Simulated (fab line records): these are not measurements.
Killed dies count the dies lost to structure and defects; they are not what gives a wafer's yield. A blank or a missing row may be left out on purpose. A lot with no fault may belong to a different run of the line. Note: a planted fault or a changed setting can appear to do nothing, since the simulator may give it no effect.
fab line records    flow n5-finfet
record: lots: 9  wafers: 26  last-day: 18
route steps=1938 shown BEOL_M0_SAQP@637 BEOL_M4@1111 PASSIVATION@1936
lots that met no fault: taken from a fault-free run of the same line
start-h: the number of hours between the record's first day and the start of the first shown wafer of the lot    wait-h: hours from the lot's prior step to this one    " as in the row above    L1.1+2: one row covering several wafers at once    - no value, or no start given    * or withheld: withheld    < > ~ a bound
route shown NAME@n: NAME is a module with steps in the file, n the number in the route of the first one    usual: mean/standard deviation of fault-free wafers    same: alike in all rows    chamber/n: place in a boat    sites: per-site readings    _std_site: how widely they spread, as a standard deviation    _edge_site: inner sites' mean taken away from outer sites' mean    radius-mm: for every site, how far away it sits from the centre of the wafer    mask NAME#n: copy n    behind: the most recent tool/chamber to have shaped the wafer    hold: reason for holding the lot/hours on hold/outcome of the hold    device: the transistor (n, p or np) that didn't switch    end of line: tests run on the same wafers once the route is complete    for a step that has no rows: nothing shown but its recipe    killed: not the wafer's yield, but the dies lost to structure and defects at the first sort    map: the dies of a wafer, with x for killed, . for not killed, _ for no die there
set.NAME: the setting that was run; set.NAME@STEP: the one run at that earlier step    model.NAME: the simulator's own value behind a step, which no gauge read
route steps across a sampled set of lots; one table per step, one row per wafer
services: a tool's chamber out of use, with start hour (start-h, from the record's first day; less than 0 if before it), hours out, and reason
== steps ==
step: N5_BEOL_M0_SAQP_PECVD_97
recipe: material: SiNx  target-thk-a: 230  temp-c: 350  precursor: SiH4/NH3/N2  pressure-torr: 1.5  rf-w: 300  time-s: 19.9
usual: heater-power-w: 548/93  showerhead-plenum-p-Torr: 5.17/0.056  throttle-valve-pct: 40.5/3
lot.wafer  tool      chamber  start-h  wait-h  heater-power-w  showerhead-plenum-p-Torr  throttle-valve-pct
L516.1     pecvd-03  2        124.74   0.0     424             5.19                      41.1
L516.3     "         1        "        "       695             5.17                      39.5
L516.6     "         0        "        "       546             5.14                      36.8
L517.1     pecvd-04  2        132.11   0.0     660             5.13                      40.1
L517.3     "         1        "        "       426             5.29                      46.7
L517.6     "         2        "        "       659             5.11                      39.7
L518.3     pecvd-04  2        137.94   0.0     632             5.12                      39.9
L518.4     "         1        "        "       480             5.28                      46.6
L518.5     "         0        "        "       511             5.14                      40.4
L520.1     pecvd-02  1        142.87   0.0     640             5.15                      40.2
L520.3     "         2        "        "       392             5.16                      37.1
L520.6     "         2        "        "       394             5.16                      37.3
L524.1     pecvd-04  1        170.80   0.0     492             5.29                      46.7
L524.2     "         0        "        "       498             5.13                      39.9
L524.6     "         0        "        "       513             5.12                      40.1
L529.3     pecvd-03  1        203.74   0.0     687             5.15                      39.4
L529.4     "         0        "        "       586             5.13                      37.3
L534.1     pecvd-02  0        231.74   0.0     610             5.14                      38.6
L534.2     "         2        "        "       458             5.15                      37.6
L534.5     "         1        "        "       554             5.14                      40.3
L535.2     pecvd-04  1        235.51   0.0     500             5.28                      46.8
L535.3     "         0        "        "       500             5.13                      40.1
L535.4     "         0        "        "       506             5.13                      40.4
L536.2     pecvd-03  2        244.69   0.0     451             5.17                      37.5
L536.3     "         1        "        "       709             5.14                      39.6
L536.4     "         2        "        "       452             5.17                      37.3
step: N5_BEOL_M0_SAQP_THK_MEAS_05
usual: thk-nm: 60.0/0.75
lot.wafer  tool           chamber  start-h  wait-h  thk-nm
L516.1     film-metro-02  -        124.87   0.1     59.6
L516.3     "              -        "        "       59.4
L516.6     "              -        "        "       61.3
L517.1     film-metro-02  -        132.26   0.1     59.4
L517.3     "              -        "        "       60.0
L517.6     "              -        "        "       60.0
L518.3     film-metro-01  -        138.08   0.1     59.2
L518.4     "              -        "        "       60.9
L518.5     "              -        "        "       60.9
L520.1     film-metro-02  -        143.00   0.1     59.2
L520.3     "              -        "        "       59.6
L520.6     "              -        "        "       60.0
L524.1     film-metro-01  -        170.98   0.1     59.8
L524.2     "              -        "        "       59.2
L524.6     "              -        "        "       60.4
L529.3     film-metro-01  -        203.91   0.1     61.3
L529.4     "              -        "        "       61.0
L534.1     film-metro-01  -        231.87   0.1     59.2
L534.2     "              -        "        "       59.5
L534.5     "              -        "        "       58.8
L535.2     film-metro-01  -        235.64   0.1     60.2
L535.3     "              -        "        "       59.8
L535.4     "              -        "        "       62.0
L536.2     film-metro-01  -        244.83   0.1     59.4
L536.3     "              -        "        "       58.7
L536.4     "              -        "        "       60.3
step: N5_BEOL_M0_SAQP_SPACER1_ALD_98
recipe: material: SiO2  target-thk-a: 128  temp-c: 300  ald-precursor-family: BDEAS  ald-co-reactant: O2-plasma  pulse-time-s: 1  purge-time-s: 2  co-reactant-purge-time-s: 2  ald-cycles: 138  pressure-torr: 2
usual: ald-cycles: 138/0  heater-power-w: 499/48  precursor-pulse-height-rel: 1.001/0.021
same: pulse-time-s: 1
lot.wafer  tool        chamber  start-h  wait-h  ald-cycles  heater-power-w  precursor-pulse-height-rel
L516.1     ald-sin-04  0        127.22   0.3     138         535             0.993
L516.3     "           3        "        "       138         509             1.015
L516.6     "           2        "        "       138         569             1.004
L517.1     ald-sin-02  1        134.08   0.3     138         468             1.009
L517.3     "           2        "        "       138         484             0.988
L517.6     "           1        "        "       138         471             1.012
L518.3     ald-sin-04  1        139.80   0.1     138         468             0.963
L518.4     "           2        "        "       138         590             0.976
L518.5     "           3        "        "       138         526             0.997
L520.1     ald-sin-01  2        145.13   1.0     138         415             1.020
L520.3     "           0        "        "       138         466             0.986
L520.6     "           1        "        "       138         516             0.982
L524.1     ald-sin-01  3        173.28   0.3     138         439             0.968
L524.2     "           0        "        "       138         463             1.017
L524.6     "           2        "        "       138         407             0.989
L529.3     ald-sin-01  0        205.58   0.5     78          444             1.015
L529.4     "           1        "        "       138         495             1.004
L534.1     ald-sin-04  1        234.23   1.1     138         489             0.978
L534.2     "           0        "        "       138         540             1.019
L534.5     "           3        "        "       138         519             0.987
L535.2     ald-sin-04  1        237.57   0.6     138         472             0.998
L535.3     "           2        "        "       138         568             1.029
L535.4     "           0        "        "       138         561             0.981
L536.2     ald-sin-04  0        246.58   0.3     138         549             1.026
L536.3     "           2        "        "       138         552             1.018
L536.4     "           1        "        "       138         479             0.971
step: N5_BEOL_M0_SAQP_CD_MEAS_25
recipe: target-cd-nm: 13.1  landing-energy-ev: 1000  detector: se-inlens
usual: cd-nm: 12.79/0.24
lot.wafer  tool       chamber  start-h  wait-h  cd-nm
L516.1     cd-sem-03  0        127.89   0.1     12.75
L516.3     "          0        "        "       12.75
L516.6     "          0        "        "       12.48
L517.1     cd-sem-03  0        134.96   0.1     12.80
L517.3     "          0        "        "       13.03
L517.6     "          0        "        "       13.40
L518.3     cd-sem-02  0        140.48   0.1     12.80
L518.4     "          0        "        "       12.51
L518.5     "          0        "        "       12.45
L520.1     cd-sem-02  0        145.80   0.1     12.67
L520.3     "          0        "        "       12.52
L520.6     "          0        "        "       12.82
L524.1     cd-sem-02  0        174.00   0.1     13.03
L524.2     "          0        "        "       12.74
L524.6     "          0        "        "       13.13
L529.3     cd-sem-02  0        206.25   0.1     7.54
L529.4     "          0        "        "       12.95
L534.1     cd-sem-03  0        235.25   0.1     13.03
L534.2     "          0        "        "       12.75
L534.5     "          0        "        "       13.06
L535.2     cd-sem-01  0        238.24   0.1     12.93
L535.3     "          0        "        "       13.15
L535.4     "          0        "        "       12.74
L536.2     cd-sem-02  0        247.25   0.1     13.19
L536.3     "          0        "        "       12.62
L536.4     "          0        "        "       12.73
step: N5_BEOL_M0_SAQP_ETCH_107
recipe: chemistry: CH3F/O2  target: SiNx  target-depth-a: 300  mask-material: SOC  pressure-mtorr: 30  source-w: 395  bias-w: 73  Ar_flow_sccm: 150  CH3F_flow_sccm: 30  O2_flow_sccm: 20  ion-energy-ev: 120
usual: O2_flow_sccm: 19.99/0.055  drypump-motor-current-A: 5.9/0.35  oes-product-au: 0.78/0.098  rf-vpp-V: 298/5.1  showerhead-plenum-p-Torr: 1.99/0.071  throttle-valve-pct: 16.41/0.26
lot.wafer  tool         chamber  start-h  wait-h  O2_flow_sccm  drypump-motor-current-A  oes-product-au  rf-hours-counter-h  rf-vpp-V  showerhead-plenum-p-Torr  throttle-valve-pct
L516.1     rie-diel-02  0        128.66   0.0     19.91         6.5                      0.72            205                 299       1.90                      16.49
L516.3     "            2        "        "       20.07         5.2                      0.96            9                   301       2.05                      16.24
L516.6     "            1        "        "       19.89         5.9                      0.76            -                   301       2.01                      16.52
L517.1     rie-diel-02  2        135.72   0.0     19.93         5.2                      0.94            12                  301       2.05                      16.24
L517.3     "            0        "        "       19.97         6.5                      0.72            208                 298       1.90                      16.45
L517.6     "            1        "        "       19.98         5.9                      0.76            -                   302       2.00                      16.52
L518.3     rie-diel-06  2        141.25   0.0     19.99         6.0                      0.74            122                 298       2.09                      16.07
L518.4     "            1        "        "       20.06         6.0                      0.69            239                 298       1.88                      16.55
L518.5     "            1        "        "       20.02         5.9                      0.69            -                   296       1.88                      16.55
L520.1     rie-diel-04  0        146.57   0.0     20.05         6.4                      0.68            243                 304       1.89                      16.71
L520.3     "            3        "        "       20.00         5.4                      0.87            48                  297       2.05                      16.07
L520.6     "            1        "        "       19.95         5.8                      0.68            -                   292       1.98                      16.64
L524.1     rie-diel-04  0        174.76   0.0     19.99         6.4                      0.67            253                 302       1.89                      16.71
L524.2     "            1        "        "       20.09         5.8                      0.66            241                 289       1.98                      16.65
L524.6     "            1        "        "       20.14         5.8                      0.67            -                   291       1.98                      16.66
L529.3     rie-diel-06  1        207.12   0.0     19.93         5.9                      1.01            2                   301       2.13                      16.12
L529.4     "            0        "        "       20.02         5.9                      0.87            38                  297       2.05                      16.04
L534.1     rie-diel-02  2        236.09   0.0     19.96         5.2                      0.87            42                  302       2.04                      16.29
L534.2     "            0        "        "       20.03         6.5                      0.69            241                 299       1.89                      16.55
L534.5     "            3        "        "       20.04         5.9                      0.86            -                   287       2.05                      16.33
L535.2     rie-diel-04  3        239.01   0.0     19.99         5.4                      0.84            81                  297       2.04                      16.12
L535.3     "            1        "        "       19.95         5.8                      0.66            264                 290       1.97                      16.70
L535.4     "            2        "        "       20.04         5.4                      0.77            -                   308       2.10                      16.50
L536.2     rie-diel-02  3        248.02   0.0     20.00         5.9                      0.86            58                  288       2.04                      16.34
L536.3     "            2        "        "       19.99         5.2                      0.87            46                  303       2.04                      16.30
L536.4     "            0        "        "       19.87         6.5                      0.69            244                 300       1.89                      16.54
step: N5_BEOL_M4_RC_MEAS_101
usual: DIBL_N: 37.1/1.8  DIBL_P: 37.2/2.1  IOFF_N: 0.17/0.033  IOFF_P: 0.22/0.037  ION_N: 680/11  ION_P: 464/7.7  SS_N: 71.7/0.63  SS_P: 73.6/0.67  VT_N: 248.9/2.9  VT_P: -251/3.6
lot.wafer  tool       chamber  start-h  wait-h  DIBL_N[mV/V]  DIBL_P[mV/V]  IOFF_N[nA/um]  IOFF_P[nA/um]  ION_N[uA/um]  ION_P[uA/um]  SS_N[mV/dec]  SS_P[mV/dec]  VT_N[mV]  VT_P[mV]
L516.1     prober-01  0        187.64   0.0     37.7          39.0          0.21           0.24           684           467           72.2          74.0          244.9     -249
L516.3     "          0        "        "       32.4          32.8          0.11           0.15           666           458           70.6          72.1          253.1     -256
L516.6     "          0        "        "       36.1          37.3          0.18           0.21           682           465           71.9          73.8          246.9     -250
L517.1     prober-02  0        190.94   0.0     38.7          40.6          0.22           0.26           701           473           72.0          74.6          242.9     -248
L517.3     "          0        "        "       35.8          36.7          0.14           0.18           676           455           71.4          73.2          251.4     -256
L517.6     "          0        "        "       34.1          33.8          0.12           0.15           667           454           71.0          72.5          251.3     -256
L518.3     prober-02  0        202.24   0.3     36.0          36.5          0.17           0.24           691           468           71.0          73.2          248.1     -247
L518.4     "          0        "        "       37.9          39.2          0.21           0.29           684           471           71.7          74.4          245.2     -246
L518.5     "          0        "        "       35.0          35.4          0.15           0.21           684           469           70.8          73.2          249.1     -249
L520.1     prober-02  0        211.27   0.0     36.6          35.3          0.14           0.16           663           449           72.0          72.9          253.8     -254
L520.3     "          0        "        "       37.9          38.5          0.18           0.22           684           464           72.4          74.1          248.7     -253
L520.6     "          0        "        "       38.8          38.1          0.19           0.21           681           463           71.7          74.2          249.6     -253
L524.1     prober-02  0        235.71   0.0     35.7          37.0          0.14           0.18           663           455           72.0          73.9          250.1     -254
L524.2     "          0        "        "       38.2          41.7          0.21           0.25           690           469           71.6          75.1          245.4     -252
L524.6     "          0        "        "       34.0          35.3          0.13           0.17           665           462           70.7          73.4          251.2     -255
L529.4     prober-02  0        282.21   0.5     36.9          39.4          0.18           0.22           683           467           71.5          73.8          246.6     -250
L534.1     prober-02  0        313.82   0.0     35.7          35.8          0.15           0.21           669           465           71.6          73.1          250.2     -251
L534.2     "          0        "        "       35.8          34.0          0.15           0.19           673           461           72.0          72.5          251.8     -252
L534.5     "          0        "        "       37.6          37.0          0.17           0.22           674           468           72.0          73.2          251.1     -249
L535.2     prober-01  0        318.01   0.2     38.4          37.9          0.20           0.24           695           469           72.2          74.3          243.4     -249
L535.3     "          0        "        "       37.4          36.2          0.18           0.22           678           461           72.0          73.4          247.8     -251
L535.4     "          0        "        "       37.3          35.7          0.17           0.21           666           461           71.5          73.1          249.1     -252
L536.2     prober-02  0        322.86   0.2     39.5          39.0          0.18           0.24           664           463           71.9          73.9          249.3     -248
L536.3     "          0        "        "       40.7          38.9          0.21           0.24           678           461           73.2          74.5          247.9     -247
L536.4     "          0        "        "       37.4          35.8          0.16           0.20           680           461           71.3          73.8          250.8     -250
step: N5_PASSIVATION_PROBE_49
usual: defect-limited-yield: 91.7/1.5  killed_at_M0_to_M3: 32/10  killed_at_M4_up: 14/5.3  killed-at-contacts: 13/5.7  killed-at-front-end: 37/10  killed-at-other: 3.3/2.5  killed-dies: 98/18  killed-on-rim: 13/3.6  killed-open: 65/13  killed-short: 31/7.5  sort_bin_5_function: 4.9/0.91  sort_bin_6_memory: 3.1/0.71  sort-n-pass: 1082/18  sort-yield-pct: 91.7/1.5
same: gross-dies: 1180  killed-at-back-side: 0  sort_bin_4_leakage[%]: 0  sort_bin_8_speed[%]: 0
lot.wafer  tool       chamber  start-h  wait-h  defect-limited-yield[%]  killed_at_M0_to_M3  killed_at_M4_up  killed-at-contacts  killed-at-front-end  killed-at-other  killed-dies  killed-on-rim  killed-open  killed-short  sort_bin_5_function[%]  sort_bin_6_memory[%]  sort-n-pass  sort-yield-pct[%]
L517.1     prober-01  -        300.38   0.0     94.2                     22                  10               7                   29                   0                68           8              37           24            3.0                     2.1                   1112         94.2
L517.3     prober-01  -        300.48   0.1     91.2                     26                  10               16                  49                   3                104          12             65           39            5.2                     3.4                   1076         91.2
L517.6     prober-01  -        300.63   0.3     91.3                     28                  17               11                  45                   2                103          11             57           42            4.8                     3.2                   1077         91.3
L518.3     prober-01  -        322.60   0.1     92.6                     33                  10               6                   36                   2                87           8              59           28            4.2                     3.0                   1093         92.6
L518.4     prober-01  -        322.65   0.2     92.0                     28                  17               16                  32                   1                94           13             69           22            4.3                     3.5                   1086         92.0
L518.5     prober-01  -        322.70   0.2     90.8                     43                  9                13                  44                   0                109          14             81           27            5.3                     4.0                   1071         90.8
L520.1     prober-02  -        327.90   0.0     91.0                     21                  17               20                  45                   3                106          17             70           35            5.5                     3.1                   1074         91.0
L520.3     prober-02  -        328.00   0.1     91.4                     20                  24               10                  43                   5                102          14             70           28            3.9                     4.3                   1078         91.4
L520.6     prober-02  -        328.15   0.3     92.3                     20                  14               18                  36                   3                91           15             58           31            4.4                     3.1                   1089         92.3
L524.1     prober-02  -        337.00   0.0     91.7                     35                  8                16                  38                   1                98           14             72           25            4.7                     3.3                   1082         91.7
L524.2     prober-02  -        337.05   0.1     88.0                     51                  23               30                  36                   2                142          14             96           44            6.1                     5.8                   1038         88.0
L524.6     prober-02  -        337.25   0.3     90.5                     33                  10               28                  36                   5                112          20             76           31            5.5                     3.2                   1068         90.5
L529.3     prober-01  -        386.65   0.1     0                        1120                14               9                   32                   5                1180         152            64           36            97.0                    2.5                   0            0
L529.4     prober-01  -        386.70   0.2     94.6                     23                  13               4                   22                   2                64           10             40           20            2.7                     2.4                   1116         94.6
L535.3     prober-02  -        428.57   0.1     89.9                     47                  11               10                  48                   3                119          16             82           33            5.3                     4.2                   1061         89.9
L535.4     prober-02  -        428.62   0.2     90.0                     39                  20               9                   46                   4                118          12             85           33            5.8                     4.1                   1062         90.0
killed by level:class
L517.1 MOL_CONTACT_COAG:geometric-particle:open=6 BEOL_M0_SAQP:geometric-particle:short=6 HKMG_FIN:area-etch=6 FIN_SAQP:geometric-particle:short=5 BEOL_M0_SAQP:geometric-particle:open=5 DUMMY_GATE:geometric-particle:open=4 BEOL_M4:geometric-particle:open=4 FIN_SAQP:geometric-particle:open=3
L517.3 MOL_CONTACT_COAG:geometric-particle:open=15 FIN_SAQP:geometric-particle:short=14 BEOL_M0_SAQP:geometric-particle:open=8 FIN_SAQP:geometric-particle:open=6 DUMMY_GATE:geometric-particle:open=6 BEOL_M0_SAQP:geometric-particle:short=6 GATE_CUT:geometric-particle:short=5 GATE_CUT:geometric-particle:open=4
L517.6 MOL_CONTACT_COAG:geometric-particle:open=9 BEOL_M4:geometric-particle:open=9 BEOL_M0_SAQP:geometric-particle:open=7 FIN_SAQP:geometric-particle:short=6 BEOL_M0_SAQP:geometric-particle:short=6 FIN_SAQP:geometric-particle:open=5 DUMMY_GATE:geometric-particle:open=5 BEOL_M2:geometric-particle:open=5
L518.3 BEOL_M2:geometric-particle:open=12 FIN_SAQP:geometric-particle:open=8 FIN_SAQP:geometric-particle:short=6 MOL_CONTACT_COAG:geometric-particle:open=6 BEOL_M1:geometric-particle:open=6 BEOL_M0_SAQP:geometric-particle:short=5 BEOL_M4:geometric-particle:open=5 DUMMY_GATE:geometric-particle:open=4
L518.4 MOL_CONTACT_COAG:geometric-particle:open=11 BEOL_M2:geometric-particle:open=10 BEOL_M4:geometric-particle:open=9 STI_FIN_REVEAL:geometric-particle:open=8 FIN_SAQP:geometric-particle:open=7 MOL_CONTACT_COAG:geometric-particle:short=5 BEOL_M0_SAQP:geometric-particle:open=5 BEOL_M1:geometric-particle:short=4
L518.5 FIN_SAQP:geometric-particle:open=17 BEOL_M1:geometric-particle:open=14 BEOL_M2:geometric-particle:open=11 MOL_CONTACT_COAG:geometric-particle:open=10 FIN_SAQP:geometric-particle:short=7 GATE_CUT:geometric-particle:open=6 BEOL_M2:geometric-particle:short=5 BEOL_M4:geometric-particle:open=5
L520.1 MOL_CONTACT_COAG:geometric-particle:open=14 GATE_CUT:geometric-particle:short=11 DUMMY_GATE:geometric-particle:open=11 FIN_SAQP:geometric-particle:open=7 MOL_CONTACT_COAG:geometric-particle:short=6 BEOL_M4:geometric-particle:open=6 BEOL_M2:geometric-particle:open=5 BEOL_M0_SAQP:geometric-particle:open=4
L520.3 BEOL_M4:geometric-particle:open=16 DUMMY_GATE:geometric-particle:open=10 MOL_CONTACT_COAG:geometric-particle:open=8 BEOL_M2:geometric-particle:open=8 FIN_SAQP:geometric-particle:short=6 BEOL_M0_SAQP:geometric-particle:open=6 GATE_CUT:geometric-particle:short=5 FIN_SAQP:geometric-particle:open=4
L520.6 MOL_CONTACT_COAG:geometric-particle:open=17 BEOL_M4:geometric-particle:open=8 FIN_SAQP:geometric-particle:short=7 GATE_CUT:geometric-particle:short=7 BEOL_M2:geometric-particle:open=7 BEOL_M0_SAQP:geometric-particle:open=5 STI_FIN_REVEAL:geometric-particle:open=5 FIN_SAQP:geometric-particle:open=4
L524.1 MOL_CONTACT_COAG:geometric-particle:open=11 STI_FIN_REVEAL:geometric-particle:open=9 DUMMY_GATE:geometric-particle:open=9 BEOL_M1:geometric-particle:open=8 BEOL_M2:geometric-particle:open=7 BEOL_M3:geometric-particle:open=6 FIN_SAQP:geometric-particle:open=5 MOL_CONTACT_COAG:geometric-particle:short=5
L524.2 MOL_CONTACT_COAG:geometric-particle:open=22 BEOL_M3:geometric-particle:open=17 BEOL_M4:geometric-particle:open=11 MOL_CONTACT_COAG:geometric-particle:short=8 BEOL_M1:geometric-particle:open=7 GATE_CUT:geometric-particle:short=7 BEOL_M0_SAQP:geometric-particle:short=6 BEOL_M2:geometric-particle:open=6
L524.6 MOL_CONTACT_COAG:geometric-particle:open=24 DUMMY_GATE:geometric-particle:open=7 BEOL_M4:geometric-particle:open=7 BEOL_M0:geometric-particle:open=6 BEOL_M1:geometric-particle:open=6 BEOL_M2:geometric-particle:open=6 BEOL_M0_SAQP:geometric-particle:short=5 BEOL_M3:geometric-particle:open=5
L529.3 BEOL_M0_SAQP:area-ald=1075 BEOL_M2:geometric-particle:open=12 BEOL_M0_SAQP:geometric-particle:short=8 MOL_CONTACT_COAG:geometric-particle:open=8 FIN_SAQP:geometric-particle:short=7 DUMMY_GATE:geometric-particle:open=6 BEOL_M0_SAQP:geometric-particle:open=6 BEOL_M1:geometric-particle:open=5
L529.4 FIN_SAQP:geometric-particle:open=5 BEOL_M0_SAQP:geometric-particle:open=5 FIN_SAQP:geometric-particle:short=4 MOL_CONTACT_COAG:geometric-particle:open=4 BEOL_M0_SAQP:geometric-particle:short=4 BEOL_M1:geometric-particle:open=3 BEOL_M2:geometric-particle:open=3 BEOL_M4:geometric-particle:open=3
L535.3 STI_FIN_REVEAL:geometric-particle:open=13 BEOL_M3:geometric-particle:open=13 BEOL_M2:geometric-particle:open=10 DUMMY_GATE:geometric-particle:open=8 MOL_CONTACT_COAG:geometric-particle:open=8 BEOL_M0_SAQP:geometric-particle:open=6 GATE_CUT:geometric-particle:short=5 BEOL_M0_SAQP:geometric-particle:short=5
L535.4 STI_FIN_REVEAL:geometric-particle:open=15 BEOL_M2:geometric-particle:open=11 MOL_CONTACT_COAG:geometric-particle:open=9 FIN_SAQP:geometric-particle:open=8 BEOL_M1:geometric-particle:open=7 BEOL_M0_SAQP:geometric-particle:short=6 FIN_SAQP:geometric-particle:short=5 BEOL_M4:geometric-particle:open=5
== services ==
tool         chamber  start-h  hours  kind
pecvd-03     -        105.69   0.8    pm
ald-sin-02   1        106.60   13.3   repair
rie-diel-02  2        161.44   8.3    repair
pecvd-03     -        165.77   0.7    repair
pecvd-04     2        168.49   7.5    repair
ald-sin-01   -        178.19   14.0   pm
ald-sin-01   0        178.19   14.0   vent-cycle
ald-sin-01   1        178.19   14.0   vent-cycle
ald-sin-01   2        178.19   14.0   vent-cycle
ald-sin-01   3        178.19   14.0   vent-cycle
rie-diel-02  1        183.49   5.8    repair
ald-sin-01   0        192.19   -      clean
ald-sin-01   1        192.19   -      clean
ald-sin-01   2        192.19   -      clean
ald-sin-01   3        192.19   -      clean
rie-diel-02  -        199.34   2.8    pm
ald-sin-04   0        216.77   4.9    repair
ald-sin-02   -        223.80   15.6   pm
rie-diel-04  0        228.92   -      clean
rie-diel-04  0        228.92   -      consumable-replace:focus-ring
rie-diel-04  0        228.92   -      consumable-replace:showerhead
rie-diel-04  0        228.92   27.6   scheduled-down
rie-diel-04  0        228.92   27.6   vent-cycle
pecvd-02     1        238.05   21.2   repair
== key ==
first-sign: step: N5_BEOL_M0_SAQP_SPACER1_ALD_98  reading: ald-cycles  direction: down  sigmas: 99+  usual: *  struck: *
effect: step: N5_BEOL_M0_SAQP_CD_MEAS_25  reading: cd-nm  direction: down  sigmas: 22  usual: 12.79  struck: 7.54
effect: step: N5_PASSIVATION_PROBE_49  reading: killed_at_M0_to_M3  direction: up  sigmas: 99+  usual: 32  struck: 1120
more-kills-born-at: N5_BEOL_M0_SAQP_SPACER1_ALD_98@ald-sin-01: 1075
met-at N5_BEOL_M0_SAQP_SPACER1_ALD_98
struck-lots L529
struck-wafers L529.3
later-rows-left-out L529.3
not-acting-at N5_BEOL_M0_SAQP_PECVD_97,N5_BEOL_M0_SAQP_THK_MEAS_05,N5_BEOL_M0_SAQP_ETCH_107
onset-between 173.28 205.58
fault: kind: process-parameter-drift  tool: ald-sin-01  chamber: 0  onset-h: 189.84  steps: N5_BEOL_M0_SAQP_SPACER1_ALD_98  channel: ald-cycles  offset: *  shape: step  acts-in: *  stated: *
later-rows-left-out: the simulator's readings of these wafers behind a module that went badly wrong aren't trusted and aren't shown, but for the sort
